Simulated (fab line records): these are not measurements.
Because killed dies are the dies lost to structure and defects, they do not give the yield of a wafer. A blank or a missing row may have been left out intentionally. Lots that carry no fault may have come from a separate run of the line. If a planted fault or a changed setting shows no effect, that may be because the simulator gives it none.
Chamber matching -- flow n5_finfet -- 4 sister chambers for N5_BEOL_M2_ETCH_69 on rie_diel-06
The step etches SiARC in CF4, target depth 15.6 nm, time 26 s. 16 wafers are shown with their chamber, then 8 later ones without.

EACH WAFER AND ITS CHAMBER
wafer,chamber,drypump_motor_current_A (A),showerhead_plenum_p_Torr (Torr),throttle_valve_pct (%)
L075.2,1,6.2,2.27,15.59
L075.4,0,4.8,2.26,15.68
L075.6,2,5.8,2.13,15.87
L078.2,1,6.3,2.27,15.63
L078.4,3,5.7,2.20,16.07
L078.6,3,5.7,2.20,16.06
L081.2,0,4.8,2.25,15.70
L081.3,2,5.8,2.12,15.89
L081.4,1,6.2,2.27,15.60
L083.1,1,6.3,2.27,15.62
L083.2,0,4.8,2.25,15.72
L083.3,3,5.7,2.20,16.09
L088.1,1,6.3,2.26,15.64
L088.4,0,4.8,2.25,15.74
L088.6,1,6.3,2.26,15.64
L092.1,1,6.3,2.26,15.66

SIGNATURES (averages over the wafers above)
reading,chamber 0,chamber 1,chamber 2,chamber 3,scatter within a chamber
drypump_motor_current_A,4.800,6.271,5.800,5.700,0.0345
showerhead_plenum_p_Torr,2.2525,2.2657,2.1250,2.2000,0.00497
throttle_valve_pct,15.7100,15.6257,15.8800,16.0733,0.0228
Rule: a wafer's distance from a chamber is the root of the sum, over the readings, of the square of ((its reading less the chamber's mean) divided by the reading's scatter). If the next closest chamber is less than 2 further off than the closest, the wafer can't be placed; otherwise it belongs to the closest. The scatter: take each reading less its chamber's mean, square it, sum over the shown wafers, divide by the number of wafers less the number of chambers, and take the root.

WAFERS WITH NO CHAMBER GIVEN
wafer,drypump_motor_current_A (A),showerhead_plenum_p_Torr (Torr),throttle_valve_pct (%)
L092.2,5.8,2.12,15.92
L092.4,5.7,2.20,15.60
L094.1,6.3,2.26,15.66
L094.5,6.3,2.26,15.65
L094.6,5.7,2.20,15.61
L095.3,6.2,2.26,15.67
L095.4,5.7,2.20,15.61
L095.6,5.7,2.20,15.60

THE CHAMBER EACH PASSED THROUGH
wafer,from the rows above,in truth
L092.2,2,2
L092.4,can't be placed: 2 or 3 or 1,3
L094.1,1,1
L094.5,1,1
L094.6,can't be placed: 2 or 3 or 1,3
L095.3,1,1
L095.4,can't be placed: 2 or 3 or 1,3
L095.6,can't be placed: 2 or 3 or 1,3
Placed correctly: 4 of 8. Unplaceable from these rows: 4, with the true chamber sitting among the candidates in 4. Wrongly placed: 0.
